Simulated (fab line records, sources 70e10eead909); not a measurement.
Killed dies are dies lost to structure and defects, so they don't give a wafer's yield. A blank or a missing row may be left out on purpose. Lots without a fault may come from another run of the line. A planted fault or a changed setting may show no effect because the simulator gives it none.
Chamber matching | flow nand_harc | NHARC_A_STAIRCASE_STRIP_476 on rie_diel-13: 4 sister chambers
The step strips in O2, time 20 s. 8 wafers are shown with their chamber, then 7 later ones without.

WAFERS WITH THEIR CHAMBER
wafer  | chamber | showerhead_plenum_p_Torr (Torr) | drypump_motor_current_A (A)
L082.1 | 3       | 3.50                            | 5.4
L082.3 | 2       | 3.38                            | 6.3
L084.4 | 3       | 3.49                            | 5.4
L085.1 | 1       | 3.76                            | 5.7
L085.3 | 0       | 3.59                            | 5.9
L085.5 | 2       | 3.37                            | 6.4
L091.3 | 1       | 3.76                            | 5.7
L091.5 | 0       | 3.59                            | 5.9

WAFERS WITHOUT THEIR CHAMBER
wafer  | showerhead_plenum_p_Torr (Torr) | drypump_motor_current_A (A)
L091.6 | 3.49                            | 5.4
L094.1 | 3.49                            | 5.4
L094.2 | 3.75                            | 5.7
L094.5 | 3.49                            | 5.4
L097.1 | 3.75                            | 5.7
L097.2 | 3.48                            | 5.4
L097.3 | 3.58                            | 5.9

WHICH CHAMBER EACH WENT THROUGH
wafer  | from the rows above | in truth
L091.6 | 3                   | 3
L094.1 | 3                   | 3
L094.2 | 1                   | 1
L094.5 | 3                   | 3
L097.1 | 1                   | 1
L097.2 | 3                   | 3
L097.3 | 0                   | 0
Placed correctly: 7 of 7. Can't be placed from these rows: 0. Placed wrongly: 0.
How it was worked out, from the rows above alone: a wafer's distance from a chamber is the root of the sum, over the readings, of the square of ((its reading less the chamber's mean) divided by the reading's scatter). The wafer belongs to the nearest chamber; if the next one is less than 2 further off, it can't be placed. A chamber's mean is the mean of its shown wafers. The scatter: the root of (the sum of the squares of (reading less its chamber's mean) over the shown wafers, divided by (wafers less chambers)).
